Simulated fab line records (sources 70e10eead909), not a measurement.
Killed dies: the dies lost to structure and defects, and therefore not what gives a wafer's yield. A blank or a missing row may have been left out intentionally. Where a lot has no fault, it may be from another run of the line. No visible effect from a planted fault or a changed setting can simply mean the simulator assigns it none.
A struck lot beside a sound one -- flow nand harc -- 14 steps out of a route of 1302
Sound: these wafers, L251.4, L251.5, L251.6. Wafers L260.1, L260.2, L260.6 were the ones struck. Last of all comes the cause.
Order at every step that has rows: each side's tool, ch and its chambers, its first start. Under that, the readings that differ: sound wafers -- struck wafers -- difference of the means -- sigmas: that difference in standard deviations of wafers without a fault.
alike: readings whose means differ by less than 2 such deviations, and words and numbers that are the same on both sides. not compared: withheld readings, readings that some wafer has no value for, bounds like >300 that may hide the same value, and numbers for which the record gives no deviation and whose values overlap.
The two part at a step that has a row with sigmas, a row that says differs or no value, or rows on one side only. When numbers do not overlap yet have no deviation, they are printed without sigmas and do not part them. A reading that every wafer of one side lacks parts them only if that side has two wafers or more.

first, 6 steps without rows for these wafers: NHARC_P_STI_COAT_03 (resist thk 600 nm); NHARC_P_STI_SOFTBAKE_04 (time 70 s); NHARC_P_STI_EBR_05; NHARC_P_STI_EXPOSE_06 (exposes mask P STI, target cd 200 nm); NHARC_P_STI_PEB_07 (peb time 80 s); NHARC_P_STI_DEVELOP_08 (time 50 s).
NHARC_P_STI_CD_MEAS_09: target cd 200 nm.
  sound on cd sem-02 ch 0, day 3 06:41; struck on cd sem-01 ch 0, day 6 22:44
  alike: cd nm
NHARC_P_STI_OVL_MEAS_10:
  sound on overlay-01 at day 3 06:46; struck on overlay-01 at day 6 22:50
reading,sound,struck,difference,sigmas
overlay y nm (nm),-3 -3 -3,18 18 18,+21,+3
  alike: overlay x nm
NHARC_P_STI_INSPECT_11:
  sound on defect inspect-01 at day 3 06:48; struck on defect inspect-02 at day 6 22:52
  alike: raw defect count
then, 1 step without rows for these wafers: NHARC_P_STI_HARDBAKE_13 (time 65 s).
NHARC_P_STI_DESCUM_14: chemistry O2, time 3 s.
  sound on rie diel-09 ch 0,1,3, day 3 06:57; struck on rie diel-08 ch 1,2,3, day 6 23:01
  alike: drypump motor current A, mfc ar sccm, oes product au, rf vpp V, showerhead plenum p Torr, throttle valve pct
  not compared: rf hours counter h
NHARC_P_STI_ETCH_42: etches the open film in N2/H2, target depth 80 nm, overetch 24 nm, time 61 s.
  sound on rie diel-09 ch 0,2,3, day 3 07:02; struck on rie diel-08 ch 1,2,3, day 6 23:07
  alike: bias w, chamber pressure mTorr, drypump motor current A, mfc ar sccm, oes product au, rf vpp V, showerhead plenum p Torr, throttle valve pct
  not compared: rf hours counter h
NHARC_P_STI_ETCH_31: etches the open film in CF4/CHF3, target depth 108.9 nm, time 54.5 s.
  sound on rie diel-09 ch 0,3, day 3 07:07; struck on rie diel-08 ch 1,2,3, day 6 23:11
  no value came back on the struck wafers for any of 8 readings (bias w (W), cf4 flow sccm (sccm) and others); on the sound wafers bias w (W) reads 199.5 199.6 200.8
  not compared: rf hours counter h
NHARC_P_STI_ETCH_15: etches the open film in HBr/Cl2, target depth 300 nm, time 100.1 s.
  sound on rie si-06 ch 0,1,3, day 3 07:15; struck on rie si-01 ch 0,2,3, day 6 23:19
  alike: bias w, chamber pressure mTorr, drypump motor current A, oes product au, throttle valve pct
  not compared: rf hours counter h

## WHERE THEY PART
Earliest at NHARC_P_STI_OVL_MEAS_10; latest, in this record, at NHARC_P_STI_ETCH_31. Later steps at which nothing parts them and some readings are alike: NHARC_P_STI_ETCH_15.

WHY: whatever the simulator had introduced
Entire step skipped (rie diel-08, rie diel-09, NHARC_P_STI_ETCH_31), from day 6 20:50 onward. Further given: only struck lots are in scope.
